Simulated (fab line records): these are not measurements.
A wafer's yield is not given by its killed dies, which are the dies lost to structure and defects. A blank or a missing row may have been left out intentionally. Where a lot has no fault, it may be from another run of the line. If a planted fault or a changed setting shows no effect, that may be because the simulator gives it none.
Which tool is to blame? | flow n5-finfet | 9 lots, 27 wafers sampled, at 5 steps of a route of 1938

WHAT EACH GAUGE READ, for each wafer
N5_SPACER0_INSPECT_04: inspects for defects (darkfield). Usual: raw-defect-count reads 141 (standard deviation 32).
lot  | measured    | on                | raw-defect-count | flag
L604 | day 5 00:40 | defect-inspect-02 | 181 179 151      |
L605 | day 5 06:21 | defect-inspect-02 | 128 189 118      |
L607 | day 5 21:47 | defect-inspect-02 | 159 164 112      |
L608 | day 6 09:40 | defect-inspect-01 | 134 146 131      |
L610 | day 6 13:56 | defect-inspect-02 | 137 128 157      |
L612 | day 6 23:27 | defect-inspect-01 | 90 136 105       |
L617 | day 8 07:04 | defect-inspect-01 | 123 145 127      |
L618 | day 8 12:13 | defect-inspect-01 | 122 155 131      |
L619 | day 8 20:22 | defect-inspect-01 | 163 120 94       |

N5_BEOL_M4_RC_MEAS_101. Usual: DIBL_N 37.1 mV/V, standard deviation 1.8; DIBL_P 37.2 mV/V, standard deviation 2.1; IOFF_N 0.17 nA/um, standard deviation 0.033; IOFF_P 0.22 nA/um, standard deviation 0.037; ION_N 680 uA/um, standard deviation 11; ION_P 464 uA/um, standard deviation 7.7; SS_N 71.7 mV/dec, standard deviation 0.63; SS_P 73.6 mV/dec, standard deviation 0.67; VT_N 248.9 mV, standard deviation 2.9; VT_P -251 mV, standard deviation 3.6.
lot  | measured     | on        | DIBL_N (mV/V)  | DIBL_P (mV/V)  | IOFF_N (nA/um) | IOFF_P (nA/um) | ION_N (uA/um) | ION_P (uA/um) | SS_N (mV/dec)  | SS_P (mV/dec)  | VT_N (mV)         | VT_P (mV)      | flag
L604 | day 10 03:49 | prober-01 | 37.7 37.6 34.5 | 37.9 37.6 35.4 | 0.15 0.16 0.11 | 0.19 0.18 0.15 | 665 673 655   | 458 454 452   | 71.3 71.9 70.6 | 74.0 72.9 73.1 | 251.8 252.4 255.9 | -255 -257 -258 |
L605 | day 10 19:17 | prober-01 | 35.6 38.3 34.8 | 35.8 37.0 34.9 | 0.15 0.19 0.14 | 0.20 0.23 0.19 | 675 691 678   | 466 470 464   | 71.2 71.7 70.5 | 73.9 73.9 72.2 | 249.1 249.9 250.8 | -251 -249 -254 |
L607 | day 11 00:59 | prober-01 | 38.3 37.0 35.7 | 38.8 36.4 34.3 | 0.17 0.16 0.14 | 0.24 0.21 0.17 | 671 691 672   | 463 468 457   | 71.8 71.1 71.4 | 75.1 73.4 72.9 | 250.1 248.5 251.5 | -246 -252 -251 |
L608 | day 11 19:04 | prober-02 | 39.2 37.0 38.2 | 40.1 38.1 39.8 | 0.20 0.16 0.20 | 0.23 0.19 0.23 | 673 679 686   | 452 458 465   | 72.7 71.3 72.0 | 74.4 74.2 74.5 | 249.5 249.1 248.2 | -252 -253 -250 |
L610 | day 12 10:49 | prober-02 | 37.6 37.6 37.3 | 37.8 37.0 37.4 | 0.16 0.15 0.16 | 0.18 0.17 0.17 | 674 673 676   | 456 459 453   | 71.8 71.1 71.5 | 73.2 72.8 72.9 | 250.6 250.8 248.5 | -256 -256 -256 |
L612 | day 12 17:26 | prober-01 | 39.9 40.3 36.9 | 40.1 41.7 36.5 | 0.23 0.24 0.15 | 0.24 0.26 0.17 | 699 691 674   | 466 465 457   | 72.2 72.6 72.1 | 73.9 74.3 73.3 | 243.1 245.7 249.0 | -252 -249 -257 |
L617 | day 14 06:01 | prober-01 | 38.4 37.4 37.3 | 37.9 36.2 35.7 | 0.20 0.18 0.17 | 0.24 0.22 0.21 | 695 678 666   | 469 461 461   | 72.2 72.0 71.5 | 74.3 73.4 73.1 | 243.4 247.8 249.1 | -249 -251 -252 |
L618 | day 14 10:52 | prober-02 | 39.5 40.7 37.4 | 39.0 38.9 35.8 | 0.18 0.21 0.16 | 0.24 0.24 0.20 | 664 678 680   | 463 461 461   | 71.9 73.2 71.3 | 73.9 74.5 73.8 | 249.3 247.9 250.8 | -248 -247 -250 |
L619 | day 14 13:47 | prober-02 | 40.8 35.2 37.1 | 40.8 34.0 36.9 | 0.27 0.13 0.18 | 0.34 0.20 0.25 | 703 677 679   | 477 463 467   | 73.1 72.0 71.7 | 74.0 72.0 73.6 | 242.1 251.3 248.0 | -241 -248 -244 |

WHAT TOOL EACH LOT RAN ON (gives the tool, then ch and the chambers of the sampled wafers, and finally the start)
lot  | N5_SD_EPI_N_ETCH_35               | N5_SD_EPI_N_VAPOR_ETCH_50      | N5_SD_EPI_P_ETCHBACK_46
L604 | rie-diel-03 ch 0,2,3, day 5 01:44 | epi-rpcvd-01 ch 0, day 5 03:26 | rie-diel-02 ch 1,2,3, day 5 08:15
L605 | rie-diel-03 ch 0,3, day 5 08:23   | epi-rpcvd-03 ch 0, day 5 09:58 | rie-diel-04 ch 1,3, day 5 13:26
L607 | rie-diel-01 ch 1,2,3, day 5 22:29 | epi-rpcvd-03 ch 0, day 5 23:55 | rie-diel-06 ch 0,1,3, day 6 04:02
L608 | rie-diel-01 ch 0,2,3, day 6 10:07 | epi-rpcvd-01 ch 0, day 6 11:31 | rie-diel-02 ch 0,1,3, day 6 14:56
L610 | rie-diel-03 ch 0,2,3, day 6 14:33 | epi-rpcvd-01 ch 0, day 6 15:59 | rie-diel-02 ch 2,3, day 6 19:32
L612 | rie-diel-03 ch 2,3, day 7 00:02   | epi-rpcvd-01 ch 0, day 7 01:26 | rie-diel-06 ch 0,1, day 7 04:52
L617 | rie-diel-01 ch 0,1,2, day 8 07:31 | epi-rpcvd-01 ch 0, day 8 08:58 | rie-diel-06 ch 1,2,3, day 8 12:11
L618 | rie-diel-05 ch 0,2,3, day 8 13:08 | epi-rpcvd-04 ch 0, day 8 14:34 | rie-diel-06 ch 0,2, day 8 17:53
L619 | rie-diel-05 ch 0,2,3, day 8 20:57 | epi-rpcvd-03 ch 0, day 8 22:43 | rie-diel-04 ch 0,1, day 9 03:28
- N5_SD_EPI_N_ETCH_35: etches SOC in N2/H2, overetch 108 nm, time 486 s.
- N5_SD_EPI_N_VAPOR_ETCH_50: etches Si in HCl, time 54 s.
- N5_SD_EPI_P_ETCHBACK_46: etches SiNx in CH3F/O2, stops on SiO2, target depth 17.5 nm.

WHAT THE TOOLS THEMSELVES READ (means of the sampled wafers that have a number; where no wafer has one, the mark that the record gives instead)
N5_SD_EPI_N_ETCH_35. Usual: chamber-pressure-mTorr 19.999 mTorr, standard deviation 0.016; drypump-motor-current-A 5.6 A, standard deviation 0.52; h2-flow-sccm 200.0 sccm, standard deviation 0.61; oes-product-au 0.72 a.u., standard deviation 0.057; rf-vpp-V 241.3 V, standard deviation 1.3; showerhead-plenum-p-Torr 2.59 Torr, standard deviation 0.09; temp-c 40.00 C, standard deviation 0.12; throttle-valve-pct 23.90 %, standard deviation 0.14.
lot  | tool        | chamber-pressure-mTorr (mTorr) | drypump-motor-current-A (A) | h2-flow-sccm (sccm) | oes-product-au (a.u.) | rf-vpp-V (V) | showerhead-plenum-p-Torr (Torr) | temp-c (C) | throttle-valve-pct (%) | flag
L604 | rie-diel-03 | 20.008                         | 5.8                         | 200.2               | 0.69                  | 240.9        | 2.56                            | 40.11      | 24.00                  |
L605 | rie-diel-03 | 20.006                         | 6.1                         | 199.9               | 0.66                  | 240.2        | 2.50                            | 39.90      | 24.03                  |
L607 | rie-diel-01 | 20.010                         | 5.1                         | 199.4               | 0.71                  | 241.8        | 2.62                            | 39.95      | 23.72                  |
L608 | rie-diel-01 | 20.003                         | 5.6                         | 199.8               | 0.68                  | 241.0        | 2.61                            | 39.95      | 23.77                  |
L610 | rie-diel-03 | 20.006                         | 5.8                         | 200.0               | 0.67                  | 240.6        | 2.55                            | 40.09      | 24.03                  |
L612 | rie-diel-03 | 19.982                         | 6.0                         | 200.1               | 0.65                  | 239.9        | 2.46                            | 40.00      | 24.06                  |
L617 | rie-diel-01 | 19.982                         | 5.5                         | 200.1               | 0.71                  | 240.8        | 2.59                            | 40.04      | 23.76                  |
L618 | rie-diel-05 | 19.995                         | 5.4                         | 200.0               | 0.75                  | 240.8        | 2.62                            | 40.04      | 23.91                  |
L619 | rie-diel-05 | 20.003                         | 5.5                         | 199.9               | 0.75                  | 241.9        | 2.61                            | 40.09      | 23.91                  |

N5_SD_EPI_N_VAPOR_ETCH_50. Usual: chamber-pressure-Torr 20.00 Torr, standard deviation 0.039; throttle-valve-pct 11.94 %, standard deviation 0.19.
lot  | tool         | chamber-pressure-Torr (Torr) | throttle-valve-pct (%) | flag
L604 | epi-rpcvd-01 | 20.04                        | 11.86                  |
L605 | epi-rpcvd-03 | 19.97                        | 11.76                  |
L607 | epi-rpcvd-03 | 20.00                        | 11.73                  |
L608 | epi-rpcvd-01 | 20.02                        | 12.08                  |
L610 | epi-rpcvd-01 | 19.98                        | 11.95                  |
L612 | epi-rpcvd-01 | 20.03                        | 12.27                  |
L617 | epi-rpcvd-01 | 20.00                        | 11.97                  |
L618 | epi-rpcvd-04 | 20.03                        | 12.07                  |
L619 | epi-rpcvd-03 | 20.01                        | 11.84                  |

N5_SD_EPI_P_ETCHBACK_46. Usual: chamber-pressure-mTorr 30.000 mTorr, standard deviation 0.027; drypump-motor-current-A 5.9 A, standard deviation 0.35; oes-product-au 0.68 a.u., standard deviation 0.079; rf-vpp-V 298 V, standard deviation 4.6; showerhead-plenum-p-Torr 2.00 Torr, standard deviation 0.075; throttle-valve-pct 16.37 %, standard deviation 0.23.
lot  | tool        | chamber-pressure-mTorr (mTorr) | drypump-motor-current-A (A) | oes-product-au (a.u.) | rf-vpp-V (V) | showerhead-plenum-p-Torr (Torr) | throttle-valve-pct (%) | flag
L604 | rie-diel-02 | 29.988                         | 5.7                         | 0.77                  | 296          | 2.04                            | 16.32                  |
L605 | rie-diel-04 | 29.981                         | 5.5                         | 0.70                  | 295          | 2.03                            | 16.21                  |
L607 | rie-diel-06 | 29.983                         | 5.9                         | 0.71                  | 297          | 1.96                            | 16.37                  |
L608 | rie-diel-02 | 29.990                         | 6.1                         | 0.69                  | 298          | 1.99                            | 16.41                  |
L610 | rie-diel-02 | 29.987                         | 5.7                         | 0.80                  | 293          | 2.06                            | 16.26                  |
L612 | rie-diel-06 | 30.023                         | 5.9                         | 0.66                  | 297          | 1.94                            | 16.35                  |
L617 | rie-diel-06 | 30.001                         | 5.9                         | 0.65                  | 300          | 1.97                            | 16.43                  |
L618 | rie-diel-06 | 30.009                         | 5.9                         | 0.69                  | 297          | 2.08                            | 16.05                  |
L619 | rie-diel-04 | 29.995                         | 6.2                         | 0.58                  | 299          | 1.91                            | 16.70                  |

THE ANSWER, worked out from the rows above alone
Rule: a lot counts as off when the mean over its wafers that have a number is more than 3 standard deviations away from the usual mean. Also off: a lot with no number at a reading for which 4 or more lots have one. Any other lot the step has rows for is counted as sound. First the gauges in route order, then the tools' own readings, where a lot's mean is used as printed above. At the first step where some lot is off, the reading lying furthest off is the one used; lots without a number count as furthest.
None of the lots is off at any reading shown; this tells nothing.

WHAT THE SIMULATOR HAD INSERTED
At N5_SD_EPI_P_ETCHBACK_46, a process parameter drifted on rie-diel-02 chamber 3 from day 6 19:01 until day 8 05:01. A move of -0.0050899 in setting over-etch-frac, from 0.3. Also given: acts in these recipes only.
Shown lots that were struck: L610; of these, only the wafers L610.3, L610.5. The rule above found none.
